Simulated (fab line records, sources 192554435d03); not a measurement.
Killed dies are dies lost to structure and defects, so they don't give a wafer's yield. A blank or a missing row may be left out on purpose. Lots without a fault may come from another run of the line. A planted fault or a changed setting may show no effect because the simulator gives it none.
Chamber matching | flow n5_finfet | N5_BEOL_M0_SAQP_STRIP_75 on rie_diel-03: 4 sister chambers
The step strips in CF4. 18 wafers are shown with their chamber, then 9 later ones without.

WAFERS WITH THEIR CHAMBER
wafer  | chamber | throttle_valve_pct (%) | showerhead_plenum_p_Torr (Torr) | oes_product_au (a.u.)
L074.2 | 2       | 13.81                  | 1.73                            | 0.167
L074.3 | 0       | 13.74                  | 1.70                            | 0.158
L074.6 | 1       | 13.64                  | 1.86                            | 0.177
L077.2 | 3       | 13.42                  | 1.91                            | 0.210
L077.4 | 1       | 13.65                  | 1.86                            | 0.173
L077.5 | 3       | 13.42                  | 1.91                            | 0.214
L082.1 | 0       | 13.21                  | 1.91                            | 0.223
L082.2 | 2       | 13.86                  | 1.72                            | 0.166
L082.4 | 0       | 13.19                  | 1.91                            | 0.221
L084.1 | 0       | 13.22                  | 1.91                            | 0.228
L084.3 | 3       | 13.44                  | 1.90                            | 0.210
L084.5 | 2       | 13.87                  | 1.72                            | 0.160
L087.1 | 1       | 13.71                  | 1.85                            | 0.169
L087.5 | 1       | 13.69                  | 1.85                            | 0.173
L087.6 | 2       | 13.87                  | 1.72                            | 0.163
L088.1 | 3       | 13.45                  | 1.90                            | 0.205
L088.2 | 0       | 13.24                  | 1.91                            | 0.225
L088.4 | 2       | 13.89                  | 1.72                            | 0.162

SIGNATURES (means of the wafers above)
reading                  | chamber 0 | chamber 1 | chamber 2 | chamber 3 | scatter within a chamber
throttle_valve_pct       | 13.3200   | 13.6725   | 13.8600   | 13.4325   | 0.128
showerhead_plenum_p_Torr | 1.8680    | 1.8550    | 1.7220    | 1.9050    | 0.0504
oes_product_au           | 0.21100   | 0.17300   | 0.16360   | 0.20975   | 0.0161
Rule: a wafer's distance from a chamber is the root of the sum, over the readings, of the square of ((its reading less the chamber's mean) divided by the reading's scatter). The wafer belongs to the nearest chamber; if the next one is less than 2 further off, it can't be placed. The scatter: the root of (the sum of the squares of (reading less its chamber's mean) over the shown wafers, divided by (wafers less chambers)).

WAFERS WITHOUT THEIR CHAMBER
wafer  | throttle_valve_pct (%) | showerhead_plenum_p_Torr (Torr) | oes_product_au (a.u.)
L089.2 | 13.89                  | 1.72                            | 0.162
L089.4 | 13.70                  | 1.85                            | 0.170
L089.5 | 13.70                  | 1.85                            | 0.172
L092.3 | 13.71                  | 1.85                            | 0.167
L092.5 | 13.70                  | 1.85                            | 0.172
L092.6 | 13.89                  | 1.72                            | 0.162
L093.4 | 13.72                  | 1.85                            | 0.168
L093.5 | 13.25                  | 1.90                            | 0.211
L093.6 | 13.47                  | 1.90                            | 0.207

WHICH CHAMBER EACH WENT THROUGH
wafer  | from the rows above     | in truth
L089.2 | 2                       | 2
L089.4 | 1                       | 1
L089.5 | 1                       | 1
L092.3 | 1                       | 1
L092.5 | 1                       | 1
L092.6 | 2                       | 2
L093.4 | 1                       | 1
L093.5 | can't be placed: 0 or 3 | 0
L093.6 | can't be placed: 3 or 0 | 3
Placed correctly: 7 of 9. Can't be placed from these rows: 2 (the true chamber is among the candidates in 2). Placed wrongly: 0.
